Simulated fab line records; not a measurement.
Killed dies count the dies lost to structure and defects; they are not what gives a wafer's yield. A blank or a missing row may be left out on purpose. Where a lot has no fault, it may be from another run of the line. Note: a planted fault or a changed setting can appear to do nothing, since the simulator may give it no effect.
fab line records ; flow n5-finfet
record: lots: 9; wafers: 27; last-day: 18
route steps=1938 shown FIN_CUT@163 STI_FIN_REVEAL@184 DUMMY_GATE@218 BEOL_M4@1111 PASSIVATION@1936
lots untouched by any fault: they come from a run of this same line in which no faults occurred
start-h: the number of hours between the record's first day and the start of the first shown wafer of the lot ; wait-h: hours from the lot's prior step to this one ; " as in the row above ; L1.1+2: a row that stands for several wafers ; - no value present, or no start provided ; * or withheld: withheld ; < > ~ a bound
route shown NAME@n: names a module that has steps shown in the file, with the first one's number in the route ; usual: mean/standard deviation of fault-free wafers ; same: alike in all rows ; chamber/n: place in a boat ; sites: per-site readings ; _std_site: their standard deviation ; _edge_site: outer sites' mean less inner sites' ; radius-mm: for every site, how far away it sits from the centre of the wafer ; mask NAME#n: copy n ; behind: the last tool/chamber to shape the wafer ; hold: why the lot was held/for how many hours/how that ended ; device: the n, p or np transistor that did not switch ; end of line: the route-end tests of the same wafers ; step lacking rows: just its recipe ; killed: count of dies lost to structure and defects at first sort (not the wafer's yield) ; map: dies across one wafer; x = killed, . = not, _ = none there
set.NAME: the setting that was run; set.NAME@STEP: the one run at that earlier step ; model.NAME: the simulator's own value behind a step, which no gauge read
the route's steps for a sample of lots (tables are steps, rows are wafers)
services: from which hour (start-h, from the record's first day; less than 0 if before it) a tool's chamber was out of use, for how many hours, and why
== steps ==
step: N5_FIN_CUT_CD_MEAS_08
recipe: target-cd-nm: 29.1; landing-energy-ev: 500; detector: se-inlens; polarity: opening
usual: cd-nm: 29.11/0.21
lot.wafer;tool;chamber;start-h;wait-h;cd-nm
L547.1;cd-sem-03;0;27.22;-;29.08
L547.3;cd-sem-03;0;27.22;-;28.91
L547.5;cd-sem-03;0;27.22;-;29.05
L551.2;cd-sem-01;0;52.03;-;28.79
L551.4;cd-sem-01;0;52.03;-;28.98
L551.5;cd-sem-01;0;52.03;-;29.33
L558.3;cd-sem-03;0;96.00;-;29.06
L558.5;cd-sem-03;0;96.00;-;29.29
L558.6;cd-sem-03;0;96.00;-;29.33
L561.2;cd-sem-02;0;112.17;-;29.02
L561.3;cd-sem-02;0;112.17;-;29.01
L561.5;cd-sem-02;0;112.17;-;29.16
L564.2;cd-sem-01;0;128.67;-;28.88
L564.4;cd-sem-01;0;128.67;-;29.62
L564.6;cd-sem-01;0;128.67;-;29.03
L566.3;cd-sem-01;0;141.91;-;29.04
L566.4;cd-sem-01;0;141.91;-;29.24
L566.5;cd-sem-01;0;141.91;-;29.04
L568.1;cd-sem-02;0;154.85;-;28.89
L568.5;cd-sem-02;0;154.85;-;28.71
L568.6;cd-sem-02;0;154.85;-;29.32
L569.1;cd-sem-02;0;161.61;-;28.98
L569.2;cd-sem-02;0;161.61;-;28.78
L569.3;cd-sem-02;0;161.61;-;29.23
L570.1;cd-sem-03;0;167.79;-;29.28
L570.4;cd-sem-03;0;167.79;-;29.09
L570.5;cd-sem-03;0;167.79;-;29.36
step: N5_STI_FIN_REVEAL_ALD_14
recipe: material: Si3N4; target-thk-a: 30; temp-c: 400; ald-precursor-family: SiH2I2; ald-co-reactant: N2/H2-plasma; pressure-torr: 2
usual: heater-power-w: 814/74
lot.wafer;tool;chamber;start-h;wait-h;heater-power-w
L547.1;ald-sin-02;0;28.34;0.0;800
L547.3;ald-sin-02;3;28.34;0.0;780
L547.5;ald-sin-02;1;28.34;0.0;904
L551.2;ald-sin-04;0;53.23;0.0;885
L551.4;ald-sin-04;1;53.23;0.0;863
L551.5;ald-sin-04;3;53.23;0.0;799
L558.3;ald-sin-01;0;102.15;0.0;820
L558.5;ald-sin-01;1;102.15;0.0;766
L558.6;ald-sin-01;0;102.15;0.0;797
L561.2;ald-sin-02;3;113.54;0.0;830
L561.3;ald-sin-02;1;113.54;0.0;928
L561.5;ald-sin-02;1;113.54;0.0;915
L564.2;ald-sin-04;0;129.79;0.0;897
L564.4;ald-sin-04;1;129.79;0.0;828
L564.6;ald-sin-04;3;129.79;0.0;792
L566.3;ald-sin-01;2;143.84;0.0;836
L566.4;ald-sin-01;0;143.84;0.0;776
L566.5;ald-sin-01;2;143.84;0.0;822
L568.1;ald-sin-02;1;156.12;0.0;941
L568.5;ald-sin-02;1;156.12;0.0;919
L568.6;ald-sin-02;0;156.12;0.0;818
L569.1;ald-sin-01;3;163.69;0.0;861
L569.2;ald-sin-01;0;163.69;0.0;802
L569.3;ald-sin-01;2;163.69;0.0;826
L570.1;ald-sin-04;3;169.57;0.0;807
L570.4;ald-sin-04;0;169.57;0.0;867
L570.5;ald-sin-04;0;169.57;0.0;893
step: N5_STI_FIN_REVEAL_ETCHBACK_08
recipe: chemistry: C4F6/O2; target: SiO2; target-depth-a: 305; time-s: 10.167; ion-energy-ev: 250; pressure-mtorr: 30; source-w: 345; bias-w: 185; Ar_flow_sccm: 300; C4F6_flow_sccm: 10; O2_flow_sccm: 10
usual: O2_flow_sccm: 9.996/0.028; drypump-motor-current-A: 5.7/0.33; oes-product-au: 0.80/0.1; rf-vpp-V: 661/12; showerhead-plenum-p-Torr: 2.85/0.097; throttle-valve-pct: 21.28/0.25
lot.wafer;tool;chamber;start-h;wait-h;O2_flow_sccm;drypump-motor-current-A;oes-product-au;rf-hours-counter-h;rf-vpp-V;showerhead-plenum-p-Torr;throttle-valve-pct
L547.1;rie-diel-01;3;33.91;0.2;9.977;5.1;0.69;211;644;2.70;21.22
L547.3;rie-diel-01;1;33.91;0.2;9.965;5.9;0.85;54;680;3.00;20.94
L547.5;rie-diel-01;1;33.91;0.2;10.043;5.9;0.86;-;681;3.00;20.95
L551.2;rie-diel-01;2;58.89;0.2;10.009;6.2;0.70;226;639;2.97;21.56
L551.4;rie-diel-01;0;58.89;0.2;9.953;6.2;0.86;75;662;2.90;21.33
L551.5;rie-diel-01;1;58.89;0.2;9.978;6.0;0.85;-;679;3.00;20.94
L558.3;rie-diel-05;0;107.84;0.2;10.026;5.8;0.76;164;661;2.80;20.91
L558.5;rie-diel-05;2;107.84;0.2;9.984;5.9;1.01;-;665;2.80;21.42
L558.6;rie-diel-05;1;107.84;0.2;10.000;5.8;0.93;-;661;2.94;21.02
L561.2;rie-diel-01;1;119.90;0.2;10.031;5.9;0.83;80;680;2.99;20.96
L561.3;rie-diel-01;3;119.90;0.2;9.992;5.1;0.66;239;644;2.68;21.27
L561.5;rie-diel-01;2;119.90;0.2;10.020;6.2;0.68;-;637;2.96;21.61
L564.2;rie-diel-05;0;135.37;0.2;10.032;5.8;0.74;176;663;2.80;20.94
L564.4;rie-diel-05;3;135.37;0.2;9.987;5.3;1.01;2;663;2.77;21.31
L564.6;rie-diel-05;0;135.37;0.2;9.989;5.8;0.75;-;662;2.80;20.94
L566.3;rie-diel-03;3;149.69;0.4;9.986;5.6;0.86;52;652;2.91;21.18
L566.4;rie-diel-03;0;149.69;0.4;10.014;5.5;0.71;-;683;2.93;21.49
L566.5;rie-diel-03;1;149.69;0.4;10.019;5.3;0.73;-;670;2.72;21.46
L568.1;rie-diel-05;0;161.84;0.3;9.992;5.8;0.74;180;661;2.80;20.94
L568.5;rie-diel-05;2;161.84;0.3;9.990;5.8;0.95;-;666;2.79;21.43
L568.6;rie-diel-05;3;161.84;0.3;10.033;5.3;0.97;-;663;2.77;21.28
L569.1;rie-diel-05;0;169.26;0.2;9.956;5.8;0.75;183;661;2.79;20.97
L569.2;rie-diel-05;2;169.26;0.2;9.973;5.8;0.94;19;665;2.79;21.45
L569.3;rie-diel-05;1;169.26;0.2;10.018;5.8;0.89;45;661;2.93;21.04
L570.1;rie-diel-03;3;175.24;0.2;10.008;5.6;0.85;63;652;2.91;21.20
L570.4;rie-diel-03;2;175.24;0.2;9.961;5.7;0.75;166;646;2.74;21.18
L570.5;rie-diel-03;0;175.24;0.2;9.974;5.5;0.71;-;680;2.92;21.53
step: N5_STI_FIN_REVEAL_FIN_H_MEAS_10
usual: trench-depth-nm: 52.3/0.88
lot.wafer;tool;chamber;start-h;wait-h;trench-depth-nm
L547.1;ocd-01;-;36.93;0.0;51.6
L547.3;ocd-01;-;36.93;0.0;51.6
L547.5;ocd-01;-;36.93;0.0;51.9
L551.2;ocd-01;-;61.95;0.0;51.9
L551.4;ocd-01;-;61.95;0.0;53.5
L551.5;ocd-01;-;61.95;0.0;52.5
L558.3;ocd-02;-;110.81;0.0;51.4
L558.5;ocd-02;-;110.81;0.0;53.1
L558.6;ocd-02;-;110.81;0.0;52.7
L561.2;ocd-01;-;123.59;0.0;52.0
L561.3;ocd-01;-;123.59;0.0;51.2
L561.5;ocd-01;-;123.59;0.0;44.2
L564.2;ocd-01;-;138.42;0.0;50.5
L564.4;ocd-01;-;138.42;0.0;53.5
L564.6;ocd-01;-;138.42;0.0;51.4
L566.3;ocd-02;-;152.65;0.0;53.4
L566.4;ocd-02;-;152.65;0.0;53.0
L566.5;ocd-02;-;152.65;0.0;52.8
L568.1;ocd-02;-;164.78;0.0;51.3
L568.5;ocd-02;-;164.78;0.0;51.9
L568.6;ocd-02;-;164.78;0.0;53.3
L569.1;ocd-02;-;172.26;0.0;52.4
L569.2;ocd-02;-;172.26;0.0;53.9
L569.3;ocd-02;-;172.26;0.0;53.3
L570.1;ocd-01;-;178.19;0.0;52.7
L570.4;ocd-01;-;178.19;0.0;52.5
L570.5;ocd-01;-;178.19;0.0;53.1
step: N5_DUMMY_GATE_CMP_04
recipe: material: a-Si; post-cmp-clean: alkaline-brush
usual: motor-current-A: 10.2/1.1; retaining-ring-pressure-frac: 1.000/0.0042; slurry-filter-dp-kPa: 13.50/0.13; time-to-endpoint-s: 12.2/2.9
lot.wafer;tool;chamber;start-h;wait-h;motor-current-A;retaining-ring-pressure-frac;slurry-filter-dp-kPa;time-to-endpoint-s
L547.1;cmp-03;3;41.29;0.1;9.8;0.990;13.52;8.5
L547.3;cmp-03;1;41.29;0.1;11.1;0.995;13.63;12.3
L547.5;cmp-03;3;41.29;0.1;10.3;0.995;13.56;7.8
L551.4;cmp-03;3;67.80;0.0;10.9;0.992;13.58;10.6
L551.2;cmp-03;2;67.80;0.0;9.9;1.003;13.75;14.4
L551.5;cmp-03;0;67.80;0.0;12.2;0.999;13.51;10.6
L558.3;cmp-03;2;114.83;0.0;9.8;0.993;13.37;8.4
L558.5;cmp-03;2;114.83;0.0;9.4;0.999;13.64;7.8
L558.6;cmp-03;3;114.83;0.0;10.2;0.997;13.52;8.2
L561.2;cmp-03;2;129.48;0.1;9.6;1.001;13.42;11.1
L561.3;cmp-03;3;129.48;0.1;10.2;1.002;13.61;9.5
L561.5;cmp-03;2;129.48;0.1;9.4;1.001;13.55;9.8
L564.2;cmp-03;1;144.46;0.1;10.4;1.005;13.52;13.8
L564.4;cmp-03;3;144.46;0.1;10.0;0.998;13.67;10.2
L564.6;cmp-03;0;144.46;0.1;11.8;0.995;13.52;8.8
L566.4;cmp-02;2;156.85;0.0;11.0;1.004;13.44;12.4
L566.3;cmp-02;0;156.85;0.0;9.2;1.001;13.39;13.9
L566.5;cmp-02;3;156.85;0.0;8.6;0.998;13.46;14.0
L568.1;cmp-01;2;168.91;0.1;10.5;1.004;13.49;12.0
L568.5;cmp-01;3;168.91;0.1;8.9;1.007;13.36;9.7
L568.6;cmp-01;0;168.91;0.1;9.1;0.999;13.67;15.3
L569.1;cmp-03;0;176.36;0.0;11.7;0.997;13.53;3.0
L569.3;cmp-03;1;176.36;0.0;9.9;0.997;13.62;12.4
L569.2;cmp-03;2;176.36;0.0;9.3;0.995;13.51;10.1
L570.4;cmp-02;0;182.71;0.0;9.3;1.003;13.66;14.8
L570.1;cmp-02;1;182.71;0.0;9.6;1.001;13.38;15.3
L570.5;cmp-02;1;182.71;0.0;9.1;0.994;13.63;15.4
step: N5_BEOL_M4_RC_MEAS_101
usual: DIBL_N: 35.4/2.1; DIBL_P: 34.8/2.6; IOFF_N: 0.15/0.037; IOFF_N_85C: 3.0/0.61; IOFF_N_LIN: 0.070/0.014; IOFF_P: 0.19/0.037; IOFF_P_85C: 3.3/0.55; IOFF_P_LIN: 0.093/0.014; ION_N: 677/16; ION_P: 462/9.3; REXT_N: 75.4/1.6; REXT_P: 102.4/2.7; SS_N: 71.4/0.75; SS_P: 72.9/0.77; VT_N: 250/3.7; VT_P: -251/3.5
lot.wafer;tool;chamber;start-h;wait-h;DIBL_N[mV/V];DIBL_P[mV/V];IOFF_N[nA/um];IOFF_N_85C[nA/um];IOFF_N_LIN[nA/um];IOFF_P[nA/um];IOFF_P_85C[nA/um];IOFF_P_LIN[nA/um];ION_N[uA/um];ION_P[uA/um];REXT_N[ohm.um];REXT_P[ohm.um];SS_N[mV/dec];SS_P[mV/dec];VT_N[mV];VT_P[mV]
L547.1;prober-01;0;183.49;0.0;35.6;34.3;0.13;2.7;0.063;0.14;2.5;0.070;654;441;76.1;103.6;71.5;72.4;255;-257
L547.3;prober-01;0;183.49;0.0;39.3;38.9;0.22;4.2;0.092;0.20;3.5;0.091;684;455;74.2;100.5;73.0;73.8;247;-256
L547.5;prober-01;0;183.49;0.0;37.9;37.1;0.19;3.7;0.082;0.18;3.2;0.086;686;455;76.3;102.6;72.5;73.3;249;-254
L551.2;prober-02;0;200.94;0.2;39.0;37.7;0.24;4.3;0.095;0.23;4.0;0.108;679;456;74.9;106.5;72.0;74.2;245;-248
L551.4;prober-02;0;200.94;0.2;32.9;31.1;0.12;2.4;0.057;0.15;2.7;0.081;672;463;72.8;103.3;70.8;72.4;255;-252
L551.5;prober-02;0;200.94;0.2;37.2;35.9;0.20;3.8;0.088;0.21;3.7;0.101;688;465;72.8;105.7;72.7;73.9;245;-248
L558.3;prober-02;0;251.52;0.3;34.3;34.2;0.13;2.6;0.064;0.17;3.1;0.089;660;454;76.5;105.8;71.3;71.9;251;-253
L558.5;prober-02;0;251.52;0.3;39.5;41.3;0.25;4.5;0.110;0.31;5.0;0.138;712;480;76.2;105.3;72.6;74.3;242;-243
L558.6;prober-02;0;251.52;0.3;32.7;31.6;0.11;2.3;0.055;0.14;2.6;0.079;669;457;73.9;105.6;70.9;72.1;253;-254
L561.2;prober-01;0;255.53;0.2;33.4;32.6;0.11;2.4;0.057;0.17;3.1;0.085;661;455;75.5;105.6;71.3;72.1;254;-250
L561.3;prober-01;0;255.53;0.2;32.9;31.6;0.10;2.1;0.048;0.15;2.8;0.079;643;453;74.4;103.8;70.7;72.0;260;-253
L561.5;prober-01;0;255.53;0.2;87.4;47.3;10.93;107.4;0.230;1.47;18.6;0.151;597;408;81.5;112.5;136.4;89.9;252;-248
L564.2;prober-01;0;269.96;0.2;33.1;32.2;0.11;2.3;0.056;0.15;2.7;0.075;662;448;76.8;105.1;69.8;71.9;252;-255
L564.4;prober-01;0;269.96;0.2;32.3;31.9;0.11;2.3;0.057;0.15;2.8;0.079;682;472;76.5;103.7;70.4;73.0;253;-253
L564.6;prober-01;0;269.96;0.2;33.5;33.4;0.13;2.6;0.060;0.16;3.0;0.083;668;456;77.5;102.9;71.0;72.7;251;-251
L566.3;prober-01;0;286.65;0.3;36.2;36.9;0.18;3.4;0.083;0.22;3.8;0.103;694;472;71.6;101.6;72.3;72.9;247;-249
L566.4;prober-01;0;286.65;0.3;37.5;38.8;0.21;3.8;0.092;0.25;4.2;0.114;697;472;72.9;101.5;72.2;73.3;246;-249
L566.5;prober-01;0;286.65;0.3;37.8;38.8;0.20;3.7;0.087;0.24;4.1;0.112;696;471;72.5;103.3;72.2;73.0;245;-245
L568.1;prober-01;0;303.81;0.3;40.6;40.7;0.28;5.1;0.114;0.31;5.1;0.137;709;480;72.4;100.0;73.2;74.6;241;-246
L568.5;prober-01;0;303.81;0.3;38.2;37.9;0.23;4.3;0.100;0.25;4.2;0.117;708;479;73.6;102.5;72.2;73.6;244;-245
L568.6;prober-01;0;303.81;0.3;36.6;36.7;0.18;3.5;0.085;0.22;3.8;0.105;702;478;73.3;101.6;72.0;73.9;246;-247
L570.1;prober-02;0;326.03;0.0;38.0;40.0;0.22;4.2;0.101;0.26;4.4;0.118;710;477;75.4;101.8;72.6;73.7;242;-247
L570.4;prober-02;0;326.03;0.0;36.1;37.1;0.18;3.6;0.085;0.23;3.9;0.109;701;476;75.4;99.1;71.7;73.3;247;-250
L570.5;prober-02;0;326.03;0.0;36.0;36.9;0.17;3.4;0.080;0.21;3.6;0.103;689;467;75.5;100.5;71.4;73.6;246;-250
L569.1;prober-01;0;327.31;0.0;35.5;35.0;0.15;3.0;0.070;0.23;3.9;0.114;676;468;74.5;100.4;71.7;73.1;254;-243
L569.2;prober-01;0;327.31;0.0;32.7;31.9;0.11;2.3;0.057;0.18;3.2;0.099;672;472;73.8;100.5;70.3;71.7;254;-247
L569.3;prober-01;0;327.31;0.0;35.4;36.6;0.16;3.1;0.078;0.25;4.1;0.120;688;474;76.7;104.1;71.5;72.9;249;-244
step: N5_PASSIVATION_PROBE_49
usual: defect-limited-yield: 90.5/1.7; killed_at_M0_to_M3: 37/12; killed_at_M4_up: 14/5.2; killed-at-contacts: 12/5.9; killed-at-front-end: 45/14; killed-at-other: 3.5/2.8; killed-dies: 112/21; killed-open: 73/15; killed-short: 36/8.9; sort_bin_4_leakage: 0.00/0.007; sort_bin_5_function: 5.6/1.2; sort_bin_6_memory: 3.5/0.68; sort_bin_8_speed: 0.01/0.1; sort-n-pass: 1068/21; sort-yield-pct: 90.5/1.8
same: gross-dies: 1180; killed-at-back-side: 0
lot.wafer;tool;chamber;start-h;wait-h;defect-limited-yield[%];killed_at_M0_to_M3;killed_at_M4_up;killed-at-contacts;killed-at-front-end;killed-at-other;killed-dies;killed-open;killed-short;sort_bin_4_leakage[%];sort_bin_5_function[%];sort_bin_6_memory[%];sort_bin_8_speed[%];sort-n-pass;sort-yield-pct[%]
L561.2;prober-02;-;367.76;0.1;88.8;32;13;7;72;8;132;84;46;0;7.0;3.8;0;1048;88.8
L561.3;prober-02;-;367.81;0.1;90.0;37;12;3;65;1;118;76;42;0;6.1;3.7;0.08;1061;89.9
L561.5;prober-02;-;367.91;0.2;86.6;47;15;11;82;3;158;110;47;86.61;8.2;4.6;0;0;0
killed by level:class
L561.2 FIN_SAQP:geometric-particle:open=17 GATE_CUT:geometric-particle:short=14 STI_FIN_REVEAL:geometric-particle:open=14 BEOL_M2:geometric-particle:open=11 GATE_CUT:geometric-particle:open=9 BEOL_M0_SAQP:geometric-particle:short=9 BEOL_M4:geometric-particle:open=7 STI_FIN_REVEAL:geometric-particle:short=7
L561.3 FIN_SAQP:geometric-particle:open=19 STI_FIN_REVEAL:geometric-particle:open=13 FIN_SAQP:geometric-particle:short=10 BEOL_M0_SAQP:geometric-particle:short=7 BEOL_M0_SAQP:geometric-particle:open=6 BEOL_M2:geometric-particle:open=6 BEOL_M3:geometric-particle:open=6 BEOL_M5:geometric-particle:open=6
L561.5 STI_FIN_REVEAL:geometric-particle:open=23 FIN_SAQP:geometric-particle:open=19 BEOL_M0_SAQP:geometric-particle:open=14 MOL_CONTACT_COAG:geometric-particle:open=10 BEOL_M0_SAQP:geometric-particle:short=9 DUMMY_GATE:geometric-particle:open=8 BEOL_M2:geometric-particle:open=8 BEOL_M4:geometric-particle:open=7
== services ==
tool;chamber;start-h;hours;kind
ald-sin-01;1;7.90;5.7;repair
cmp-01;-;10.22;1.8;repair
cmp-02;-;10.38;0.8;repair
rie-diel-03;2;17.48;1.4;repair
cmp-01;-;27.71;4.0;pm
cmp-02;-;31.48;5.2;pm
rie-diel-03;-;33.78;0.2;repair
ald-sin-01;-;47.66;0.5;repair
cmp-01;-;50.19;0.6;repair
rie-diel-03;1;52.70;4.1;repair
ald-sin-04;1;59.41;3.4;repair
rie-diel-03;2;60.98;1.8;repair
cmp-02;-;68.55;1.1;repair
ald-sin-02;-;81.80;28.1;pm
ald-sin-01;-;85.30;14.0;pm
rie-diel-01;-;87.14;1.0;repair
ald-sin-01;1;103.98;88.0;repair
cmp-03;-;132.68;4.0;pm
rie-diel-01;-;141.22;1.0;repair
rie-diel-05;-;143.37;14.6;pm
rie-diel-03;3;149.91;2.5;repair
ald-sin-04;-;170.99;6.1;pm
ald-sin-02;-;177.62;14.0;pm
rie-diel-05;-;180.40;15.6;pm
== key ==
first-sign: step: N5_STI_FIN_REVEAL_FIN_H_MEAS_10; reading: trench-depth-nm; direction: down; sigmas: 9.2; usual: 52.3; struck: 44.2
effect: step: N5_BEOL_M4_RC_MEAS_101; reading: IOFF_N; direction: up; sigmas: 99+; usual: 0.15; struck: 10.93
effect: step: N5_BEOL_M4_RC_MEAS_101; reading: IOFF_N_85C; direction: up; sigmas: 99+; usual: 3.0; struck: 107.4
effect: step: N5_BEOL_M4_RC_MEAS_101; reading: SS_N; direction: up; sigmas: 87; usual: 71.4; struck: 136.4
effect: step: N5_BEOL_M4_RC_MEAS_101; reading: IOFF_P; direction: up; sigmas: 34; usual: 0.19; struck: 1.47
effect: step: N5_BEOL_M4_RC_MEAS_101; reading: IOFF_P_85C; direction: up; sigmas: 28; usual: 3.3; struck: 18.6
effect: step: N5_BEOL_M4_RC_MEAS_101; reading: DIBL_N; direction: up; sigmas: 25; usual: 35.4; struck: 87.4
effect: step: N5_BEOL_M4_RC_MEAS_101; reading: SS_P; direction: up; sigmas: 22; usual: 72.9; struck: 89.9
effect: step: N5_BEOL_M4_RC_MEAS_101; reading: IOFF_N_LIN; direction: up; sigmas: 12; usual: 0.070; struck: 0.230
effect: step: N5_BEOL_M4_RC_MEAS_101; reading: ION_P; direction: down; sigmas: 5.8; usual: 462; struck: 408
effect: step: N5_BEOL_M4_RC_MEAS_101; reading: ION_N; direction: down; sigmas: 5; usual: 677; struck: 597
effect: step: N5_BEOL_M4_RC_MEAS_101; reading: DIBL_P; direction: up; sigmas: 4.8; usual: 34.8; struck: 47.3
effect: step: N5_BEOL_M4_RC_MEAS_101; reading: IOFF_P_LIN; direction: up; sigmas: 4.1; usual: 0.093; struck: 0.151
effect: step: N5_PASSIVATION_PROBE_49; reading: sort_bin_4_leakage; direction: up; sigmas: 99+; usual: 0.00; struck: 86.61
met-at N5_STI_FIN_REVEAL_ETCHBACK_08
struck-lots L561
struck-wafers L561.5
not-acting-at N5_FIN_CUT_CD_MEAS_08,N5_STI_FIN_REVEAL_ALD_14,N5_DUMMY_GATE_CMP_04
onset-between 58.89 119.90
fault: kind: process-parameter-drift; tool: rie-diel-01; chamber: -; onset-h: 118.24; steps: N5_STI_FIN_REVEAL_ETCHBACK_08; channel: time-s; offset: *; shape: step; end-h: 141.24; scope: struck-wafers-only; acts-in: *; stated: *
